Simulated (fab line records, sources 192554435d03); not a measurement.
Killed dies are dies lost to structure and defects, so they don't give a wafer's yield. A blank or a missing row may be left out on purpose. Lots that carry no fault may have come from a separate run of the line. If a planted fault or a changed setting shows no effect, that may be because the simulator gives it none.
What tool caused it? | flow n5_finfet | 10 lots with 30 wafers sampled at 4 steps, on a route of 1938 steps

== WHAT EACH GAUGE READ, for each wafer ==
N5_BEOL_M4_RC_MEAS_101. Usual: DIBL_N 36.2 mV/V, standard deviation 1.2; DIBL_P 36.3 mV/V, standard deviation 1.3; IOFF_N 0.155 nA/um, standard deviation 0.019; IOFF_P 0.210 nA/um, standard deviation 0.029; IOFF_P_LONG 0.000105 nA/um, standard deviation 8.9e-06; ION_N 677 uA/um, standard deviation 8.6; ION_P 465 uA/um, standard deviation 6.8; SS_N 71.4 mV/dec, standard deviation 0.48; SS_P 73.2 mV/dec, standard deviation 0.53; VT_N 249.9 mV, standard deviation 2.4; VT_N_LVT 99.0 mV, standard deviation 2.1; VT_P -250 mV, standard deviation 3.2; VT_P_LONG -276 mV, standard deviation 3.3.
lot  | measured     | on        | DIBL_N (mV/V)  | DIBL_P (mV/V)  | IOFF_N (nA/um)    | IOFF_P (nA/um)    | IOFF_P_LONG (nA/um)        | ION_N (uA/um) | ION_P (uA/um) | SS_N (mV/dec)  | SS_P (mV/dec)  | VT_N (mV)         | VT_N_LVT (mV)     | VT_P (mV)      | VT_P_LONG (mV) | flag
L644 | day 7 14:26  | prober-02 | 36.5 36.3 37.5 | 36.8 36.4 37.9 | 0.157 0.153 0.178 | 0.199 0.198 0.220 | 9.6e-05 9.7e-05 0.0001     | 672 673 685   | 464 459 469   | 71.7 71.1 71.9 | 72.9 73.6 72.6 | 250.5 251.6 249.3 | 99.9 99.9 96.8    | -252 -250 -250 | -277 -280 -278 |
L647 | day 8 20:08  | prober-01 | 34.5 34.6 34.0 | 35.1 34.9 34.1 | 0.138 0.140 0.121 | 0.196 0.194 0.177 | 0.000103 9.9e-05 0.000107  | 682 670 664   | 470 465 456   | 70.4 70.7 70.3 | 73.4 72.7 72.9 | 250.0 251.1 253.0 | 101.1 100.3 102.6 | -249 -251 -254 | -275 -274 -277 |
L648 | day 9 07:53  | prober-02 | 35.7 37.4 37.0 | 36.0 38.4 37.4 | 0.144 0.182 0.166 | 0.215 0.245 0.222 | 0.000109 0.000101 0.000103 | 671 678 666   | 463 469 464   | 71.6 70.9 71.0 | 73.4 74.0 73.7 | 251.6 246.6 249.5 | 100.5 96.9 99.0   | -249 -247 -248 | -277 -275 -276 |
L652 | day 10 17:23 | prober-02 | 35.4 36.1 35.5 | 35.1 35.5 35.5 | 0.155 0.165 0.158 | 0.235 0.245 0.257 | 0.000114 0.000119 0.000114 | 679 683 671   | 473 477 474   | 71.8 71.8 71.6 | 73.3 73.4 73.4 | 247.3 248.0 248.7 | 97.0 97.0 97.9    | -246 -244 -244 | -270 -273 -273 |
L653 | day 10 08:52 | prober-01 | 37.3 35.2 35.7 | 38.1 36.1 36.5 | 0.192 0.156 0.164 | 0.255 0.230 0.228 | 0.000109 0.000109 0.000113 | 688 674 676   | 467 461 467   | 71.8 71.5 71.1 | 74.0 73.6 72.9 | 248.3 248.8 248.3 | 96.2 99.3 97.6    | -245 -245 -249 | -273 -273 -273 |
L655 | day 11 13:34 | prober-01 | 36.6 38.8 36.9 | 36.4 38.4 35.9 | 0.183 0.227 0.169 | 0.156 0.189 0.154 | 8.5e-05 8.7e-05 8.6e-05    | 693 683 683   | 452 455 454   | 71.1 72.0 72.0 | 73.1 73.8 73.3 | 243.8 244.7 250.7 | 84.2 81.7 86.3    | -259 -258 -260 | -286 -287 -287 | OFF
L656 | day 11 21:41 | prober-01 | 36.9 35.9 39.0 | 36.8 35.4 38.9 | 0.153 0.141 0.201 | 0.139 0.123 0.165 | 8e-05 7.9e-05 7.7e-05      | 667 669 686   | 447 446 451   | 71.9 71.6 72.4 | 73.6 72.1 73.3 | 250.2 250.9 247.1 | 88.6 88.4 86.0    | -260 -262 -260 | -287 -285 -288 | OFF
L663 | day 12 20:55 | prober-02 | 35.8 35.6 34.0 | 36.8 36.4 34.9 | 0.170 0.158 0.139 | 0.225 0.217 0.197 | 0.000118 0.000113 0.000113 | 678 681 679   | 472 469 467   | 71.5 71.2 70.5 | 73.3 73.2 73.4 | 245.8 249.6 247.4 | 96.8 99.9 99.2    | -248 -248 -249 | -274 -272 -272 |
L666 | day 14 17:31 | prober-02 | 36.7 36.6 37.7 | 36.1 35.9 38.0 | 0.170 0.166 0.184 | 0.206 0.199 0.240 | 0.000103 0.0001 0.000105   | 676 676 690   | 466 461 471   | 71.5 70.6 72.1 | 73.0 73.5 73.9 | 247.0 250.3 245.6 | 97.2 95.9 96.5    | -251 -252 -249 | -278 -277 -274 |
L667 | day 14 10:47 | prober-02 | 35.4 36.9 37.4 | 33.4 35.5 36.0 | 0.128 0.159 0.164 | 0.159 0.188 0.199 | 9.5e-05 9.4e-05 9.9e-05    | 657 673 674   | 451 459 458   | 70.9 71.7 71.9 | 72.4 72.8 73.6 | 252.2 250.4 249.7 | 102.0 98.0 97.4   | -254 -251 -252 | -278 -278 -277 |

== WHAT TOOL EACH LOT RAN ON (gives the tool, then ch and the chambers of the sampled wafers, and finally the start) ==
lot  | N5_HKMG_FIN_RTA_80              | N5_BEOL_M4_ANNEAL_82         | N5_BEOL_M4_SPUTTER_88
L644 | rtp_anneal-01 ch 0, day 4 04:08 | pvd_sputter-01, day 7 10:02  | pvd_sputter-01, day 7 10:45
L647 | rtp_anneal-02 ch 0, day 4 21:04 | pvd_sputter-02, day 8 17:20  | pvd_sputter-02, day 8 17:42
L648 | rtp_anneal-02 ch 0, day 5 16:44 | pvd_sputter-02, day 9 05:29  | pvd_sputter-02, day 9 05:51
L652 | rtp_anneal-02 ch 0, day 6 00:06 | pvd_sputter-03, day 10 14:44 | pvd_sputter-03, day 10 15:05
L653 | rtp_anneal-02 ch 0, day 6 07:50 | pvd_sputter-01, day 10 04:41 | pvd_sputter-01, day 10 05:25
L655 | rtp_anneal-02 ch 0, day 6 16:46 | pvd_sputter-03, day 11 11:11 | pvd_sputter-03, day 11 11:33
L656 | rtp_anneal-02 ch 0, day 7 08:59 | pvd_sputter-01, day 11 18:53 | pvd_sputter-01, day 11 19:14
L663 | rtp_anneal-01 ch 0, day 8 21:08 | pvd_sputter-01, day 12 18:33 | pvd_sputter-01, day 12 18:55
L666 | rtp_anneal-01 ch 0, day 9 20:13 | pvd_sputter-03, day 14 14:45 | pvd_sputter-03, day 14 15:05
L667 | rtp_anneal-01 ch 0, day 9 23:17 | pvd_sputter-01, day 14 08:04 | pvd_sputter-01, day 14 08:25
- N5_HKMG_FIN_RTA_80: time 2 s.
- N5_BEOL_M4_ANNEAL_82: time 240 s.
- N5_BEOL_M4_SPUTTER_88: material Cu, target thk 4.5 nm, time 8.29 s.

== AS READ BY THE TOOLS THEMSELVES (means over the sampled wafers that have a number; for cases with no such wafer, the mark the record gives instead) ==
N5_BEOL_M4_ANNEAL_82. Usual: heater_power_w reads 805 W (standard deviation 90).
lot  | tool           | heater_power_w (W) | flag
L644 | pvd_sputter-01 | 763                |
L647 | pvd_sputter-02 | 857                |
L648 | pvd_sputter-02 | 781                |
L652 | pvd_sputter-03 | 868                |
L653 | pvd_sputter-01 | 766                |
L655 | pvd_sputter-03 | 841                |
L656 | pvd_sputter-01 | 847                |
L663 | pvd_sputter-01 | 831                |
L666 | pvd_sputter-03 | 843                |
L667 | pvd_sputter-01 | 825                |

N5_BEOL_M4_SPUTTER_88. Usual: chuck_sensor_temp_C -16.0 C, standard deviation 0.47; throttle_valve_pct 30.4 %, standard deviation 1.2.
lot  | tool           | chuck_sensor_temp_C (C) | throttle_valve_pct (%) | flag
L644 | pvd_sputter-01 | -16.0                   | 29.7                   |
L647 | pvd_sputter-02 | -15.8                   | 31.7                   |
L648 | pvd_sputter-02 | -16.1                   | 30.7                   |
L652 | pvd_sputter-03 | -15.5                   | 30.1                   |
L653 | pvd_sputter-01 | -16.3                   | 30.6                   |
L655 | pvd_sputter-03 | -15.9                   | 30.3                   |
L656 | pvd_sputter-01 | -16.3                   | 31.1                   |
L663 | pvd_sputter-01 | -15.8                   | 29.1                   |
L666 | pvd_sputter-03 | -15.6                   | 30.6                   |
L667 | pvd_sputter-01 | -15.7                   | 29.8                   |

== THE ANSWER, worked out from the rows above alone ==
Rule: lot off if the mean of its wafers having a number is beyond 3 standard deviations from the usual mean. A lot without any number at a reading at which 4 lots or more have one is off too. All remaining lots with rows at the step are treated as sound. The gauges are gone through in route order, then the tools' own readings, and for those a lot's mean is taken as printed above. The first step at which some lot is off is used, and at that step the reading that is off furthest; a lot without a number counts as furthest.
Off: L655, L656, seen at N5_BEOL_M4_RC_MEAS_101 (VT_N_LVT).
A tool fits if, at a process step before that reading, it ran every lot that is off, and no sound lot after the first of them. The gauges at N5_BEOL_M4_RC_MEAS_101 are tried like those tools. Can't be told from this: 2 tools fit, rtp_anneal-02 at N5_HKMG_FIN_RTA_80, prober-01 at N5_BEOL_M4_RC_MEAS_101.

== WHAT THE SIMULATOR HAD PUT IN ==
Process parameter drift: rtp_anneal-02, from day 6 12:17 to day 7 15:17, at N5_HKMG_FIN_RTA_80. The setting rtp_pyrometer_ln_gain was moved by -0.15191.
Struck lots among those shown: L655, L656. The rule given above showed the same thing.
